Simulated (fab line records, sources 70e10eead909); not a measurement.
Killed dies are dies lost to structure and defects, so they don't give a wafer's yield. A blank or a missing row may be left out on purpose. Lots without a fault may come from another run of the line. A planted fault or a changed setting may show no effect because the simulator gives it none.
Chamber matching | flow nand_harc | NHARC_THIN_TSV_DEP_43 on pecvd-04: 3 sister chambers
The step deposits SiO2, target thk 1328.5 nm. 14 wafers are shown with their chamber, then 7 later ones without.

WAFERS WITH THEIR CHAMBER
wafer  | chamber | throttle_valve_pct (%)
L226.4 | 0       | 14.9
L226.5 | 1       | 16.4
L226.6 | 2       | 15.5
L230.1 | 0       | 15.1
L230.4 | 0       | 14.8
L230.5 | 2       | 15.5
L231.1 | 1       | 16.3
L231.2 | 0       | 14.9
L231.3 | 2       | 15.6
L232.2 | 0       | 14.5
L232.5 | 1       | 16.4
L232.6 | 2       | 15.8
L233.1 | 1       | 16.5
L233.5 | 0       | 14.9

SIGNATURES (means of the wafers above)
reading            | chamber 0 | chamber 1 | chamber 2 | scatter within a chamber
throttle_valve_pct | 14.850    | 16.400    | 15.600    | 0.158
Rule: a wafer's distance from a chamber is the root of the sum, over the readings, of the square of ((its reading less the chamber's mean) divided by the reading's scatter). The wafer belongs to the nearest chamber; if the next one is less than 2 further off, it can't be placed. The scatter: the root of (the sum of the squares of (reading less its chamber's mean) over the shown wafers, divided by (wafers less chambers)).

WAFERS WITHOUT THEIR CHAMBER
wafer  | throttle_valve_pct (%)
L233.6 | 16.5
L245.3 | 16.4
L245.4 | 16.3
L245.5 | 16.4
L248.1 | 16.0
L248.3 | 15.2
L248.6 | 16.1

WHICH CHAMBER EACH WENT THROUGH
wafer  | from the rows above     | in truth
L233.6 | 1                       | 1
L245.3 | 1                       | 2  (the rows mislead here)
L245.4 | 1                       | 1
L245.5 | 1                       | 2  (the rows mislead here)
L248.1 | can't be placed: 1 or 2 | 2
L248.3 | can't be placed: 0 or 2 | 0
L248.6 | can't be placed: 1 or 2 | 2
Placed correctly: 2 of 7. Can't be placed from these rows: 3 (the true chamber is among the candidates in 3). Placed wrongly: 2.
